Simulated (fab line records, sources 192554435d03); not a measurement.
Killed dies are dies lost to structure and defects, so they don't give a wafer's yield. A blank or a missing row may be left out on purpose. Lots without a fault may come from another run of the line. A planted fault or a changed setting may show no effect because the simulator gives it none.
Chamber matching | flow n5_finfet | N5_BEOL_M12_ETCH_67 on rie_diel-02: 4 sister chambers
The step etches SiARC in CF4, target depth 143 nm, time 238.3 s. 4 wafers are shown with their chamber, then 8 later ones without.

WAFERS WITH THEIR CHAMBER
wafer  | chamber | showerhead_plenum_p_Torr (Torr)
L083.3 | 0       | 2.08
L083.5 | 2       | 2.05
L083.6 | 3       | 2.17
L089.1 | 1       | 2.26

WAFERS WITHOUT THEIR CHAMBER
wafer  | showerhead_plenum_p_Torr (Torr)
L089.4 | 2.04
L089.6 | 2.04
L095.1 | 2.25
L095.3 | 2.04
L095.6 | 2.25
L097.1 | 2.16
L097.4 | 2.04
L097.5 | 2.06

WHICH CHAMBER EACH WENT THROUGH
wafer  | from the rows above     | in truth
L089.4 | 2                       | 2
L089.6 | 2                       | 2
L095.1 | 1                       | 1
L095.3 | 2                       | 2
L095.6 | 1                       | 1
L097.1 | 3                       | 3
L097.4 | 2                       | 2
L097.5 | can't be placed: 2 or 0 | 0
Placed correctly: 7 of 8. Can't be placed from these rows: 1 (the true chamber is among the candidates in 1). Placed wrongly: 0.
How it was worked out, from the rows above alone: a wafer's distance from a chamber is the root of the sum, over the readings, of the square of ((its reading less the chamber's mean) divided by the reading's scatter). The wafer belongs to the nearest chamber; if the next one is less than 2 further off, it can't be placed. A chamber's mean is the mean of its shown wafers. The scatter: with one shown wafer a chamber, the root of the mean of the squares of how far each hidden wafer lies from its nearest shown one.
